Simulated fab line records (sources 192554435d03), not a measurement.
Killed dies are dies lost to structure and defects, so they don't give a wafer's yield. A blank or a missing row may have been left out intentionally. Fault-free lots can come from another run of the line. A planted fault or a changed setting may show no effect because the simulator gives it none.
Lot-split experiment || flow n5_finfet || 21 wafers read from 7 lots, route of 1938 steps

THE SPLIT
At N5_SD_EPI_N_COAT_33 (time 60 s, resist thk 35 nm), the setting spin_rpm was moved away from the recipe's 1500 rpm on 4 of the 21 wafers read, by -9.5% to +10.5%. All remaining wafers had this setting at the recipe value.

SPLIT TO READING: what lies between them in the file, 1 step
- N5_SD_EPI_N_DESCUM_14: chemistry O2, time 7.9 s (also split here: time_s)

THE READING
etch.depth_nm (the simulator's own value, which no gauge read), in nm, at N5_SD_EPI_N_ETCH_34 (etches SiARC in CF4, target depth 45.5 nm, time 75.8 s). The file gives no usual value for it. Here, 17 wafers ran the recipe; their average is 35.00 nm with a standard deviation of 0.076 nm.

{"wafer": "L077.1", "tool, chamber at the split": "litho_track-02, 0", "spin_rpm as run, rpm": 1500, "against the recipe": "recipe", "etch.depth_nm, nm": 34.99, "against lot-mates on the recipe": "-"}
{"wafer": "L077.5", "tool, chamber at the split": "litho_track-02, 0", "spin_rpm as run, rpm": 1500, "against the recipe": "recipe", "etch.depth_nm, nm": 34.9, "against lot-mates on the recipe": "-"}
{"wafer": "L077.6", "tool, chamber at the split": "litho_track-02, 0", "spin_rpm as run, rpm": 1500, "against the recipe": "recipe", "etch.depth_nm, nm": 34.96, "against lot-mates on the recipe": "-"}
{"wafer": "L080.1", "tool, chamber at the split": "litho_track-01, 0", "spin_rpm as run, rpm": 1500, "against the recipe": "recipe", "etch.depth_nm, nm": 34.88, "against lot-mates on the recipe": "-"}
{"wafer": "L080.3", "tool, chamber at the split": "litho_track-01, 0", "spin_rpm as run, rpm": 1657, "against the recipe": "+10.5%", "etch.depth_nm, nm": 33.29, "against lot-mates on the recipe": -1.60}
{"wafer": "L080.6", "tool, chamber at the split": "litho_track-01, 0", "spin_rpm as run, rpm": 1500, "against the recipe": "recipe", "etch.depth_nm, nm": 34.89, "against lot-mates on the recipe": "-"}
{"wafer": "L081.1", "tool, chamber at the split": "litho_track-02, 0", "spin_rpm as run, rpm": 1500, "against the recipe": "recipe", "etch.depth_nm, nm": 35, "against lot-mates on the recipe": "-"}
{"wafer": "L081.2", "tool, chamber at the split": "litho_track-02, 0", "spin_rpm as run, rpm": 1357, "against the recipe": "-9.5%", "etch.depth_nm, nm": 36.76, "against lot-mates on the recipe": "+1.77"}
{"wafer": "L081.5", "tool, chamber at the split": "litho_track-02, 0", "spin_rpm as run, rpm": 1500, "against the recipe": "recipe", "etch.depth_nm, nm": 34.97, "against lot-mates on the recipe": "-"}
{"wafer": "L082.2", "tool, chamber at the split": "litho_track-01, 0", "spin_rpm as run, rpm": 1500, "against the recipe": "recipe", "etch.depth_nm, nm": 34.99, "against lot-mates on the recipe": "-"}
{"wafer": "L082.3", "tool, chamber at the split": "litho_track-01, 0", "spin_rpm as run, rpm": 1451, "against the recipe": "-3.3%", "etch.depth_nm, nm": 35.47, "against lot-mates on the recipe": "+0.49"}
{"wafer": "L082.4", "tool, chamber at the split": "litho_track-01, 0", "spin_rpm as run, rpm": 1500, "against the recipe": "recipe", "etch.depth_nm, nm": 34.97, "against lot-mates on the recipe": "-"}
{"wafer": "L086.2", "tool, chamber at the split": "litho_track-01, 0", "spin_rpm as run, rpm": 1594, "against the recipe": "+6.3%", "etch.depth_nm, nm": 33.88, "against lot-mates on the recipe": -1.09}
{"wafer": "L086.5", "tool, chamber at the split": "litho_track-01, 0", "spin_rpm as run, rpm": 1500, "against the recipe": "recipe", "etch.depth_nm, nm": 34.94, "against lot-mates on the recipe": "-"}
{"wafer": "L086.6", "tool, chamber at the split": "litho_track-01, 0", "spin_rpm as run, rpm": 1500, "against the recipe": "recipe", "etch.depth_nm, nm": 35.01, "against lot-mates on the recipe": "-"}
{"wafer": "L091.3", "tool, chamber at the split": "litho_track-01, 0", "spin_rpm as run, rpm": 1500, "against the recipe": "recipe", "etch.depth_nm, nm": 35.11, "against lot-mates on the recipe": "-"}
{"wafer": "L091.4", "tool, chamber at the split": "litho_track-01, 0", "spin_rpm as run, rpm": 1500, "against the recipe": "recipe", "etch.depth_nm, nm": 35.1, "against lot-mates on the recipe": "-"}
{"wafer": "L091.6", "tool, chamber at the split": "litho_track-01, 0", "spin_rpm as run, rpm": 1500, "against the recipe": "recipe", "etch.depth_nm, nm": 35.16, "against lot-mates on the recipe": "-"}
{"wafer": "L093.2", "tool, chamber at the split": "litho_track-01, 0", "spin_rpm as run, rpm": 1500, "against the recipe": "recipe", "etch.depth_nm, nm": 35.07, "against lot-mates on the recipe": "-"}
{"wafer": "L093.3", "tool, chamber at the split": "litho_track-01, 0", "spin_rpm as run, rpm": 1500, "against the recipe": "recipe", "etch.depth_nm, nm": 35.03, "against lot-mates on the recipe": "-"}
{"wafer": "L093.5", "tool, chamber at the split": "litho_track-01, 0", "spin_rpm as run, rpm": 1500, "against the recipe": "recipe", "etch.depth_nm, nm": 35.03, "against lot-mates on the recipe": "-"}

THE FIT
A straight line over all 21 wafers: etch.depth_nm changes by -0.173 nm for each +1% of spin_rpm; r = -0.99; the points scatter about the line by 0.083 nm.
The same after taking each lot's own level away (the mean of its wafers on the recipe; 21 wafers): -0.168 nm for each +1%; r = -1.00; scatter 0.061 nm.
That fit puts the effect of the largest move of spin_rpm on the reading at 1.8 nm.
The span of the lots' own levels, 34.885 to 35.123 nm, comes to 3.1 times the standard deviation stated above.
So the lot-to-lot level changes the slope little: the two slopes agree.
Check: -1.89 nm against its lot-mates is what the line predicts for one of the wafers moved furthest among these (+10.5%) when that wafer is left out of the fit. It came out at -1.6 nm against them.

ADDITIONAL SPLITS CARRIED BY THESE WAFERS
Note: prior to the reading, these wafers also went through further splits. Each is held against what the fit with the lots' levels taken away leaves over:
{"other split on the same wafers": "N5_DUMMY_GATE_ETCH_37 source_w", "wafers away from the commonest value": 6, "r with etch.depth_nm (lot level and that fit taken away)": "+0.12"}
{"other split on the same wafers": "N5_SD_EPI_N_DESCUM_14 time_s", "wafers away from the commonest value": 7, "r with etch.depth_nm (lot level and that fit taken away)": -0.11}

THE WHOLE CHAIN: every reading that the file lists as answering this split, in the file's order
{"step": "N5_SD_EPI_N_COAT_33", "what it does": "time 60 s, resist thk 35 nm", "reading": "SiARC_of_SD_EPI_N_COAT_33.thk_nm (the simulator's own value, which no gauge read)", "change (the file's fit)": "-0.171 nm for each +1% of the setting", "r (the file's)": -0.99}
{"step": "N5_SD_EPI_N_ETCH_34", "what it does": "etches SiARC in CF4, target depth 45.5 nm, time 75.8 s", "reading": "etch.depth_nm (the simulator's own value, which no gauge read)", "change (the file's fit)": "-0.168 nm for each +1% of the setting", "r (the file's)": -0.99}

THE FILE'S OWN FIT
etch.depth_nm changes by -0.168 nm for each +1% of spin_rpm, r = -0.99.
